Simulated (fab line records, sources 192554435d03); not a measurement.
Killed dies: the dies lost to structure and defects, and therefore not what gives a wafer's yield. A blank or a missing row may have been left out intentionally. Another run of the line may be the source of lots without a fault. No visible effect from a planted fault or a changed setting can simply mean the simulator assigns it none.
The tool behind it: which one? :: flow n5_finfet :: 27 wafers from 10 lots sampled at 5 of the route's 1938 steps

WHAT THE GAUGES READ, wafer by wafer
N5_BEOL_M4_RC_MEAS_101. Usual: DIBL_N 36.1 mV/V, standard deviation 2; DIBL_P 36.3 mV/V, standard deviation 2.5; IOFF_N 0.16 nA/um, standard deviation 0.037; IOFF_P 0.21 nA/um, standard deviation 0.039; ION_N 678 uA/um, standard deviation 15; ION_P 465 uA/um, standard deviation 8.7; SS_N 71.4 mV/dec, standard deviation 0.7; SS_P 73.3 mV/dec, standard deviation 0.74; VT_N 249 mV, standard deviation 3.6; VT_P -250.0 mV, standard deviation 2.9.
lot: L817
measured: day 8 10:25
on: prober-02
DIBL_N (mV/V): 38.3 35.3 35.2
DIBL_P (mV/V): 39.1 35.5 36.0
IOFF_N (nA/um): 0.24 0.16 0.16
IOFF_P (nA/um): 0.29 0.22 0.23
ION_N (uA/um): 711 670 671
ION_P (uA/um): 482 465 465
SS_N (mV/dec): 71.9 71.7 71.8
SS_P (mV/dec): 73.6 71.8 72.8
VT_N (mV): 241 249 245
VT_P (mV): -245.8 -248.4 -249.0
flag: 

lot: L820
measured: day 9 03:50
on: prober-01
DIBL_N (mV/V): 37.2 39.2 38.7
DIBL_P (mV/V): 35.6 36.4 36.8
IOFF_N (nA/um): 0.17 0.20 0.18
IOFF_P (nA/um): 0.23 0.25 0.26
ION_N (uA/um): 688 681 688
ION_P (uA/um): 472 459 473
SS_N (mV/dec): 71.7 72.3 72.6
SS_P (mV/dec): 74.1 73.8 73.2
VT_N (mV): 249 247 249
VT_P (mV): -251.1 -249.6 -251.2
flag: 

lot: L823
measured: day 9 07:47
on: prober-02
DIBL_N (mV/V): 32.3 34.5 37.8
DIBL_P (mV/V): 30.4 33.9 38.5
IOFF_N (nA/um): 0.09 0.12 0.17
IOFF_P (nA/um): 0.14 0.18 0.25
ION_N (uA/um): 653 666 672
ION_P (uA/um): 459 465 467
SS_N (mV/dec): 70.1 71.4 71.9
SS_P (mV/dec): 71.2 73.0 73.8
VT_N (mV): 257 251 248
VT_P (mV): -253.7 -250.1 -247.8
flag: 

lot: L832
measured: day 12 19:57
on: prober-02
DIBL_N (mV/V): 32.4 35.0 32.9
DIBL_P (mV/V): 32.2 36.2 34.0
IOFF_N (nA/um): 0.11 0.15 0.13
IOFF_P (nA/um): 0.13 0.18 0.16
ION_N (uA/um): 660 670 675
ION_P (uA/um): 448 458 461
SS_N (mV/dec): 70.8 71.6 70.4
SS_P (mV/dec): 71.7 73.5 71.8
VT_N (mV): 252 250 248
VT_P (mV): -256.9 -254.3 -254.9
flag: 

lot: L835
measured: day 13 20:16
on: prober-02
DIBL_N (mV/V): 34.5 34.3
DIBL_P (mV/V): 35.3 35.2
IOFF_N (nA/um): 0.15 0.13
IOFF_P (nA/um): 0.20 0.19
ION_N (uA/um): 690 660
ION_P (uA/um): 476 453
SS_N (mV/dec): 71.0 70.8
SS_P (mV/dec): 72.5 72.5
VT_N (mV): 249 252
VT_P (mV): -250.5 -249.1
flag: 

lot: L836
measured: day 14 06:56
on: prober-02
DIBL_N (mV/V): 35.6 33.9
DIBL_P (mV/V): 35.0 33.2
IOFF_N (nA/um): 0.15 0.13
IOFF_P (nA/um): 0.20 0.20
ION_N (uA/um): 675 679
ION_P (uA/um): 466 471
SS_N (mV/dec): 71.8 70.7
SS_P (mV/dec): 73.3 73.0
VT_N (mV): 250 252
VT_P (mV): -247.7 -248.3
flag: 

lot: L838
measured: day 14 13:26
on: prober-01
DIBL_N (mV/V): 39.8 36.3 37.8
DIBL_P (mV/V): 41.0 37.9 38.1
IOFF_N (nA/um): 0.25 0.17 0.21
IOFF_P (nA/um): 0.31 0.25 0.24
ION_N (uA/um): 702 687 689
ION_P (uA/um): 476 474 460
SS_N (mV/dec): 72.3 71.1 72.4
SS_P (mV/dec): 74.4 74.2 74.1
VT_N (mV): 242 246 244
VT_P (mV): -245.9 -244.9 -248.1
flag: 

lot: L839
measured: day 14 01:16
on: prober-02
DIBL_N (mV/V): 34.2 36.9
DIBL_P (mV/V): 34.1 37.5
IOFF_N (nA/um): 0.13 0.16
IOFF_P (nA/um): 0.18 0.23
ION_N (uA/um): 676 672
ION_P (uA/um): 466 468
SS_N (mV/dec): 70.1 71.6
SS_P (mV/dec): 73.3 74.1
VT_N (mV): 251 251
VT_P (mV): -251.3 -249.1
flag: 

WHAT TOOL EACH LOT RAN ON (gives the tool, then ch and the chambers of the sampled wafers, and finally the start)
lot: L817
N5_BEOL_M0_SAQP_MANDREL1_REMOVE_100: rie_si-02 ch 0,2,3, day 6 03:26
N5_BEOL_M0_SAQP_ETCH_101: rie_diel-01 ch 0,1,2, day 6 03:38
N5_BEOL_M0_SAQP_RECESS_104: vapor_etch-01 ch 0,1, day 6 03:52
N5_BEOL_M0_SAQP_RECESS_109: vapor_etch-02 ch 0,1, day 6 04:29

lot: L820
N5_BEOL_M0_SAQP_MANDREL1_REMOVE_100: rie_si-04 ch 0,1,3, day 6 14:37
N5_BEOL_M0_SAQP_ETCH_101: rie_diel-03 ch 0,1,2, day 6 14:46
N5_BEOL_M0_SAQP_RECESS_104: vapor_etch-02 ch 0,1, day 6 14:59
N5_BEOL_M0_SAQP_RECESS_109: vapor_etch-01 ch 0, day 6 15:41

lot: L823
N5_BEOL_M0_SAQP_MANDREL1_REMOVE_100: rie_si-04 ch 0,2,3, day 7 07:18
N5_BEOL_M0_SAQP_ETCH_101: rie_diel-02 ch 0,1, day 7 07:27
N5_BEOL_M0_SAQP_RECESS_104: vapor_etch-01 ch 1, day 7 07:40
N5_BEOL_M0_SAQP_RECESS_109: vapor_etch-02 ch 0, day 7 08:17

lot: L824
N5_BEOL_M0_SAQP_MANDREL1_REMOVE_100: rie_si-04 ch 0,1,3, day 7 13:27
N5_BEOL_M0_SAQP_ETCH_101: rie_diel-03 ch 0,2, day 7 13:39
N5_BEOL_M0_SAQP_RECESS_104: vapor_etch-02 ch 0,1, day 7 13:59
N5_BEOL_M0_SAQP_RECESS_109: vapor_etch-01 ch 0,1, day 7 14:43

lot: L825
N5_BEOL_M0_SAQP_MANDREL1_REMOVE_100: rie_si-04 ch 1,2, day 7 18:52
N5_BEOL_M0_SAQP_ETCH_101: rie_diel-02 ch 0,1,2, day 7 19:03
N5_BEOL_M0_SAQP_RECESS_104: vapor_etch-02 ch 0,1, day 7 19:21
N5_BEOL_M0_SAQP_RECESS_109: vapor_etch-02 ch 0,1, day 7 19:53

lot: L832
N5_BEOL_M0_SAQP_MANDREL1_REMOVE_100: rie_si-04 ch 0,2, day 9 14:13
N5_BEOL_M0_SAQP_ETCH_101: rie_diel-02 ch 1,3, day 9 14:22
N5_BEOL_M0_SAQP_RECESS_104: vapor_etch-01 ch 1, day 9 14:35
N5_BEOL_M0_SAQP_RECESS_109: vapor_etch-02 ch 0,1, day 9 15:11

lot: L835
N5_BEOL_M0_SAQP_MANDREL1_REMOVE_100: rie_si-02 ch 1,2, day 10 15:08
N5_BEOL_M0_SAQP_ETCH_101: rie_diel-01 ch 2,3, day 10 15:17
N5_BEOL_M0_SAQP_RECESS_104: vapor_etch-02 ch 0,1, day 10 15:31
N5_BEOL_M0_SAQP_RECESS_109: vapor_etch-02 ch 0, day 10 16:07

lot: L836
N5_BEOL_M0_SAQP_MANDREL1_REMOVE_100: rie_si-04 ch 0,2, day 10 20:21
N5_BEOL_M0_SAQP_ETCH_101: rie_diel-02 ch 0,2, day 10 20:29
N5_BEOL_M0_SAQP_RECESS_104: vapor_etch-02 ch 0, day 10 20:50
N5_BEOL_M0_SAQP_RECESS_109: vapor_etch-02 ch 1, day 10 23:11

lot: L838
N5_BEOL_M0_SAQP_MANDREL1_REMOVE_100: rie_si-04 ch 0,1,2, day 11 07:29
N5_BEOL_M0_SAQP_ETCH_101: rie_diel-01 ch 0,2,3, day 11 07:36
N5_BEOL_M0_SAQP_RECESS_104: vapor_etch-01 ch 0,1, day 11 07:56
N5_BEOL_M0_SAQP_RECESS_109: vapor_etch-02 ch 0,1, day 11 08:28

lot: L839
N5_BEOL_M0_SAQP_MANDREL1_REMOVE_100: rie_si-05 ch 0,1, day 11 09:56
N5_BEOL_M0_SAQP_ETCH_101: rie_diel-02 ch 0,3, day 11 10:20
N5_BEOL_M0_SAQP_RECESS_104: vapor_etch-01 ch 0,1, day 11 10:52
N5_BEOL_M0_SAQP_RECESS_109: vapor_etch-01 ch 0, day 11 11:31
- N5_BEOL_M0_SAQP_MANDREL1_REMOVE_100: chemistry HBr/Cl2/O2, target a-Si, stops on SiNx, bt time 10 s.
- N5_BEOL_M0_SAQP_ETCH_101: etches SiNx in CH3F/O2, target depth 29.9 nm, time 42.7 s.
- N5_BEOL_M0_SAQP_RECESS_104: chemistry HF/NH3, target SiO2, target depth 18 nm, afs cycles 3, sublimation time 60 s.
- N5_BEOL_M0_SAQP_RECESS_109: chemistry HF/NH3, target SiO2, target depth 3 nm, afs cycles 1, sublimation time 60 s.

WHAT THE TOOLS THEMSELVES READ (means of the sampled wafers that have a number; where no wafer has one, the mark that the record gives instead)
N5_BEOL_M0_SAQP_MANDREL1_REMOVE_100. Usual: drypump_motor_current_A 5.7 A, standard deviation 0.36; oes_product_au 1.005 a.u., standard deviation 0.021; throttle_valve_pct 36.77 %, standard deviation 0.26.
lot: L817
tool: rie_si-02
drypump_motor_current_A (A): 5.8
oes_product_au (a.u.): 0.995
throttle_valve_pct (%): 36.76
flag: 

lot: L820
tool: rie_si-04
drypump_motor_current_A (A): 5.8
oes_product_au (a.u.): 1.004
throttle_valve_pct (%): 36.80
flag: 

lot: L823
tool: rie_si-04
drypump_motor_current_A (A): 5.8
oes_product_au (a.u.): 1.007
throttle_valve_pct (%): 36.78
flag: 

lot: L824
tool: rie_si-04
drypump_motor_current_A (A): 5.8
oes_product_au (a.u.): 1.003
throttle_valve_pct (%): 36.81
flag: 

lot: L825
tool: rie_si-04
drypump_motor_current_A (A): 5.7
oes_product_au (a.u.): 1.025
throttle_valve_pct (%): 36.65
flag: 

lot: L832
tool: rie_si-04
drypump_motor_current_A (A): 5.9
oes_product_au (a.u.): 1.007
throttle_valve_pct (%): 36.58
flag: 

lot: L835
tool: rie_si-02
drypump_motor_current_A (A): 5.8
oes_product_au (a.u.): 0.996
throttle_valve_pct (%): 36.92
flag: 

lot: L836
tool: rie_si-04
drypump_motor_current_A (A): 6.0
oes_product_au (a.u.): 1.000
throttle_valve_pct (%): 36.55
flag: 

lot: L838
tool: rie_si-04
drypump_motor_current_A (A): 5.9
oes_product_au (a.u.): 1.002
throttle_valve_pct (%): 36.60
flag: 

lot: L839
tool: rie_si-05
drypump_motor_current_A (A): 5.2
oes_product_au (a.u.): 1.013
throttle_valve_pct (%): 36.59
flag: 

N5_BEOL_M0_SAQP_ETCH_101. Usual: CH3F_flow_sccm 30.00 sccm, standard deviation 0.098; O2_flow_sccm 20.01 sccm, standard deviation 0.063; drypump_motor_current_A 6.0 A, standard deviation 0.4; oes_product_au 0.78 a.u., standard deviation 0.092; rf_vpp_V 298 V, standard deviation 9; showerhead_plenum_p_Torr 1.99 Torr, standard deviation 0.059; throttle_valve_pct 16.36 %, standard deviation 0.23.
lot: L817
tool: rie_diel-01
CH3F_flow_sccm (sccm): 29.97
O2_flow_sccm (sccm): 20.03
drypump_motor_current_A (A): 6.1
oes_product_au (a.u.): 0.79
rf_vpp_V (V): 297
showerhead_plenum_p_Torr (Torr): 2.03
throttle_valve_pct (%): 16.45
flag: 

lot: L820
tool: rie_diel-03
CH3F_flow_sccm (sccm): 29.92
O2_flow_sccm (sccm): 19.96
drypump_motor_current_A (A): 5.9
oes_product_au (a.u.): 0.74
rf_vpp_V (V): 304
showerhead_plenum_p_Torr (Torr): 1.98
throttle_valve_pct (%): 16.33
flag: 

lot: L823
tool: rie_diel-02
CH3F_flow_sccm (sccm): 30.01
O2_flow_sccm (sccm): 20.00
drypump_motor_current_A (A): 6.3
oes_product_au (a.u.): 0.84
rf_vpp_V (V): 291
showerhead_plenum_p_Torr (Torr): 2.01
throttle_valve_pct (%): 16.25
flag: 

lot: L824
tool: rie_diel-03
CH3F_flow_sccm (sccm): -
O2_flow_sccm (sccm): -
drypump_motor_current_A (A): -
oes_product_au (a.u.): -
rf_vpp_V (V): -
showerhead_plenum_p_Torr (Torr): -
throttle_valve_pct (%): -
flag: OFF

lot: L825
tool: rie_diel-02
CH3F_flow_sccm (sccm): -
O2_flow_sccm (sccm): -
drypump_motor_current_A (A): -
oes_product_au (a.u.): -
rf_vpp_V (V): -
showerhead_plenum_p_Torr (Torr): -
throttle_valve_pct (%): -
flag: OFF

lot: L832
tool: rie_diel-02
CH3F_flow_sccm (sccm): 29.98
O2_flow_sccm (sccm): 20.02
drypump_motor_current_A (A): 5.8
oes_product_au (a.u.): 0.73
rf_vpp_V (V): 298
showerhead_plenum_p_Torr (Torr): 1.91
throttle_valve_pct (%): 16.59
flag: 

lot: L835
tool: rie_diel-01
CH3F_flow_sccm (sccm): 29.98
O2_flow_sccm (sccm): 19.96
drypump_motor_current_A (A): 6.0
oes_product_au (a.u.): 0.71
rf_vpp_V (V): 300
showerhead_plenum_p_Torr (Torr): 2.02
throttle_valve_pct (%): 16.53
flag: 

lot: L836
tool: rie_diel-02
CH3F_flow_sccm (sccm): 29.96
O2_flow_sccm (sccm): 20.03
drypump_motor_current_A (A): 6.2
oes_product_au (a.u.): 0.95
rf_vpp_V (V): 297
showerhead_plenum_p_Torr (Torr): 2.08
throttle_valve_pct (%): 16.16
flag: 

lot: L838
tool: rie_diel-01
CH3F_flow_sccm (sccm): 30.02
O2_flow_sccm (sccm): 19.98
drypump_motor_current_A (A): 6.0
oes_product_au (a.u.): 0.77
rf_vpp_V (V): 298
showerhead_plenum_p_Torr (Torr): 2.03
throttle_valve_pct (%): 16.39
flag: 

lot: L839
tool: rie_diel-02
CH3F_flow_sccm (sccm): 30.03
O2_flow_sccm (sccm): 19.99
drypump_motor_current_A (A): 6.2
oes_product_au (a.u.): 0.78
rf_vpp_V (V): 304
showerhead_plenum_p_Torr (Torr): 1.96
throttle_valve_pct (%): 16.11
flag: 

N5_BEOL_M0_SAQP_RECESS_104. Usual: drypump_motor_current_A 5.44 A, standard deviation 0.3.
lot: L817
tool: vapor_etch-01
drypump_motor_current_A (A): 5.66
flag: 

lot: L820
tool: vapor_etch-02
drypump_motor_current_A (A): 5.38
flag: 

lot: L823
tool: vapor_etch-01
drypump_motor_current_A (A): 5.69
flag: 

lot: L824
tool: vapor_etch-02
drypump_motor_current_A (A): 5.38
flag: 

lot: L825
tool: vapor_etch-02
drypump_motor_current_A (A): 5.37
flag: 

lot: L832
tool: vapor_etch-01
drypump_motor_current_A (A): 5.66
flag: 

lot: L835
tool: vapor_etch-02
drypump_motor_current_A (A): 5.26
flag: 

lot: L836
tool: vapor_etch-02
drypump_motor_current_A (A): 5.56
flag: 

lot: L838
tool: vapor_etch-01
drypump_motor_current_A (A): 5.65
flag: 

lot: L839
tool: vapor_etch-01
drypump_motor_current_A (A): 5.66
flag: 

N5_BEOL_M0_SAQP_RECESS_109. Usual: drypump_motor_current_A 5.43 A, standard deviation 0.3.
lot: L817
tool: vapor_etch-02
drypump_motor_current_A (A): 5.17
flag: 

lot: L820
tool: vapor_etch-01
drypump_motor_current_A (A): 5.62
flag: 

lot: L823
tool: vapor_etch-02
drypump_motor_current_A (A): 5.58
flag: 

lot: L824
tool: vapor_etch-01
drypump_motor_current_A (A): 5.65
flag: 

lot: L825
tool: vapor_etch-02
drypump_motor_current_A (A): 5.38
flag: 

lot: L832
tool: vapor_etch-02
drypump_motor_current_A (A): 5.36
flag: 

lot: L835
tool: vapor_etch-02
drypump_motor_current_A (A): 5.58
flag: 

lot: L836
tool: vapor_etch-02
drypump_motor_current_A (A): 4.95
flag: 

lot: L838
tool: vapor_etch-02
drypump_motor_current_A (A): 5.39
flag: 

lot: L839
tool: vapor_etch-01
drypump_motor_current_A (A): 5.62
flag: 

THE ANSWER, worked out from the rows above alone
Rule: lot off if the mean of its wafers having a number is beyond 3 standard deviations from the usual mean. Also off: a lot with no number at a reading for which 4 or more lots have one. Any other lot the step has rows for is counted as sound. Order of review: gauges by route order, followed by the tools' own readings, for which a lot's mean as printed above is used. The first step at which some lot is off is used, and at that step the reading that is off furthest; a lot without a number counts as furthest.
Off: L824, L825, at N5_BEOL_M0_SAQP_ETCH_101 (CH3F_flow_sccm). Without a number there: L824, L825.
A tool fits if, at that step or a process step before it, it ran every lot that is off, and no sound lot after the first of them. Of those tried, none fits.

WHAT WAS PUT IN BY THE SIMULATOR
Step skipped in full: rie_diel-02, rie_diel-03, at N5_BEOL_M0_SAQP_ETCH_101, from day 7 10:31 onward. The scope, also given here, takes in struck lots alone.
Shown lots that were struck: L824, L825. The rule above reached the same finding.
